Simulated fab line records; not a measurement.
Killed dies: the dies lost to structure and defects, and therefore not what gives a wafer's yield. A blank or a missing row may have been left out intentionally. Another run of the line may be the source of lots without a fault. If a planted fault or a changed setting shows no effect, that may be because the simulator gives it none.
Chamber matching | flow nand harc | pecvd-04 running NHARC_A_STAIRCASE_DEP_259: 3 sister chambers
The step deposits SiON, target thk 30 nm. 6 wafers are shown with their chamber, then 7 later ones without.

## WAFERS WITH THEIR CHAMBER
wafer  | chamber | heater power w (W)
L141.2 | 0       | 751
L141.5 | 0       | 739
L143.2 | 2       | 690
L143.6 | 1       | 704
L144.2 | 2       | 617
L144.5 | 1       | 679

## WAFERS MISSING THEIR CHAMBER
wafer  | heater power w (W)
L144.6 | 630
L146.2 | 814
L146.3 | 731
L146.5 | 702
L147.1 | 614
L147.2 | 820
L147.3 | 637

## WHICH CHAMBER EACH WENT THROUGH
wafer  | from the rows above          | in truth
L144.6 | can't be placed: 2 or 1      | 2
L146.2 | can't be placed: 0 or 1      | 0
L146.3 | can't be placed: 0 or 1 or 2 | 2
L146.5 | can't be placed: 1 or 0 or 2 | 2
L147.1 | can't be placed: 2 or 1      | 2
L147.2 | can't be placed: 0 or 1      | 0
L147.3 | can't be placed: 2 or 1      | 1
Placed correctly: 0 of 7. From these rows, 7 cannot be placed; in 7 the true chamber is one of the candidates. Number placed wrongly: 0.
How it was worked out, from the rows above alone: a wafer's distance from a chamber is the root of the sum, over the readings, of the square of ((its reading less the chamber's mean) divided by the reading's scatter). If the next closest chamber is less than 2 further off than the closest, the wafer can't be placed; otherwise it belongs to the closest. For every chamber, the mean is computed from those of its wafers that are shown. The scatter: take each reading less its chamber's mean, square it, sum over the shown wafers, divide by the number of wafers less the number of chambers, and take the root.
